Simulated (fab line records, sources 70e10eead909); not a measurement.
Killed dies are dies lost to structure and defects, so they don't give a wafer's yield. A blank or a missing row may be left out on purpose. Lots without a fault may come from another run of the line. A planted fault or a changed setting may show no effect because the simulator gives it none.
Chamber matching | flow nand_harc | NHARC_A_STAIRCASE_ETCH_253 on rie_diel-06: 4 sister chambers
The step etches the open film in C4F8/O2, target depth 50 nm, time 20.2 s. 22 wafers are shown with their chamber, then 11 later ones without.

WAFERS WITH THEIR CHAMBER
wafer  | chamber | rf_vpp_V (V) | oes_product_au (a.u.)
L075.2 | 2       | 891          | 0.950
L075.5 | 1       | 895          | 0.940
L075.6 | 2       | 892          | 0.943
L074.1 | 0       | 905          | 0.956
L074.2 | 3       | 899          | 0.959
L074.3 | 2       | 891          | 0.965
L074.4 | 1       | 896          | 0.953
L074.5 | 3       | 898          | 0.953
L074.6 | 0       | 904          | 0.957
L079.1 | 1       | 896          | 0.949
L079.2 | 2       | 891          | 0.964
L079.3 | 3       | 897          | 0.949
L080.1 | 2       | 892          | 0.960
L080.3 | 3       | 897          | 0.973
L080.5 | 1       | 894          | 0.951
L084.1 | 1       | 894          | 0.900
L084.3 | 2       | 892          | 0.908
L084.6 | 0       | 903          | 0.907
L086.1 | 2       | 891          | 0.973
L086.3 | 1       | 896          | 0.949
L086.4 | 0       | 902          | 0.958
L088.1 | 2       | 889          | 0.941

SIGNATURES (means of the wafers above)
reading        | chamber 0 | chamber 1 | chamber 2 | chamber 3 | scatter within a chamber
rf_vpp_V       | 903.50    | 895.17    | 891.12    | 897.75    | 1.04
oes_product_au | 0.94450   | 0.94033   | 0.95050   | 0.95850   | 0.02
Rule: a wafer's distance from a chamber is the root of the sum, over the readings, of the square of ((its reading less the chamber's mean) divided by the reading's scatter). The wafer belongs to the nearest chamber; if the next one is less than 2 further off, it can't be placed. The scatter: the root of (the sum of the squares of (reading less its chamber's mean) over the shown wafers, divided by (wafers less chambers)).

WAFERS WITHOUT THEIR CHAMBER
wafer  | rf_vpp_V (V) | oes_product_au (a.u.)
L088.2 | 893          | 0.942
L088.5 | 898          | 0.927
L093.2 | 891          | 0.938
L093.3 | 896          | 0.969
L093.6 | 891          | 0.937
L094.1 | 904          | 0.962
L094.3 | 891          | 0.968
L094.4 | 895          | 0.963
L097.1 | 897          | 0.924
L097.2 | 891          | 0.931
L097.5 | 893          | 0.942

WHICH CHAMBER EACH WENT THROUGH
wafer  | from the rows above     | in truth
L088.2 | can't be placed: 2 or 1 | 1
L088.5 | can't be placed: 3 or 1 | 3
L093.2 | 2                       | 2
L093.3 | can't be placed: 1 or 3 | 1
L093.6 | 2                       | 2
L094.1 | 0                       | 0
L094.3 | 2                       | 2
L094.4 | can't be placed: 1 or 3 | 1
L097.1 | can't be placed: 3 or 1 | 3
L097.2 | 2                       | 2
L097.5 | can't be placed: 2 or 1 | 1
Placed correctly: 5 of 11. Can't be placed from these rows: 6 (the true chamber is among the candidates in 6). Placed wrongly: 0.
